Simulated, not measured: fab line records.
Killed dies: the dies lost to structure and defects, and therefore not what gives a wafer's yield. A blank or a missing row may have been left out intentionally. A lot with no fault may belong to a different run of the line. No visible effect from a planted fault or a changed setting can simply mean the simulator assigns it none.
Check for tools in common    flow nand-harc    1 lot, 3 wafers sampled

## WHY IT WAS OPENED
At NHARC_END_SORT_01 the reading killed-at-periphery is flagged on 1 of 1 lot. No-fault wafers: 3.7, standard deviation 2.9.
Rule: a lot gets a flag if all its wafers with a number sit over 4 standard deviations from that mean, or if no wafer of it has a number. The rest of the lots are taken to be sound.

lot   measured      on         killed-at-periphery, wafer by wafer  flag
L732  day 29 10:55  prober-02  594 603 597                          FLAGGED
Averaged over the flagged lots the numbers come to 598.0, +594.3 from the usual (+99 or more standard deviations).

## WHICH TOOL RAN EACH LOT
Before the reading, the record contains 3 process steps out of a 1302-step route. Cell contents, in order: the tool; ch with the chambers the sampled wafers went through; the start.
lot   flag     NHARC_P_ZERO_WELL_EXPOSE_34       NHARC_P_STI_DESCUM_14  NHARC_P_STI_ETCH_31
L732  FLAGGED  krf-scanner-04 ch 0, day 7 00:02  no row                 no row
These steps, and what they do:
- NHARC_P_ZERO_WELL_EXPOSE_34: exposes mask P PWELL, target cd 720 nm.
- NHARC_P_STI_DESCUM_14: chemistry O2, time 3 s.
- NHARC_P_STI_ETCH_31: etches the open film in CF4/CHF3, target depth 108.9 nm, time 54.5 s.
- NHARC_END_SORT_01

## FLAGGED OVER TOTAL, TOOL BY TOOL (the gauges that took the reading come last)
step                         tool            lots run  flagged  share of the flagged lots  sound lots run after its first flagged lot
NHARC_P_ZERO_WELL_EXPOSE_34  krf-scanner-04  1         1        all                        0
NHARC_END_SORT_01            prober-02       1         1        all                        0

## THE TABLE: WHAT IT ALLOWS
Every flagged lot went through 2 rows of the table: krf-scanner-04 at NHARC_P_ZERO_WELL_EXPOSE_34 and prober-02 at NHARC_END_SORT_01.
- krf-scanner-04 at NHARC_P_ZERO_WELL_EXPOSE_34: 1 of its 1 lot flagged. It ran no sound lot before its first flagged lot in this sample, so the start can't be narrowed down.
- prober-02 at NHARC_END_SORT_01: 1 of its 1 lot flagged. It ran no sound lot before its first flagged lot in this sample, so the start can't be narrowed down.
These 2 tools cannot be told apart by counting lots, since each of them fits a fault that started at some hour. More lots, or a look at what each step does to the wafer, might.

## WHAT HAD BEEN PUT IN BY THE SIMULATOR
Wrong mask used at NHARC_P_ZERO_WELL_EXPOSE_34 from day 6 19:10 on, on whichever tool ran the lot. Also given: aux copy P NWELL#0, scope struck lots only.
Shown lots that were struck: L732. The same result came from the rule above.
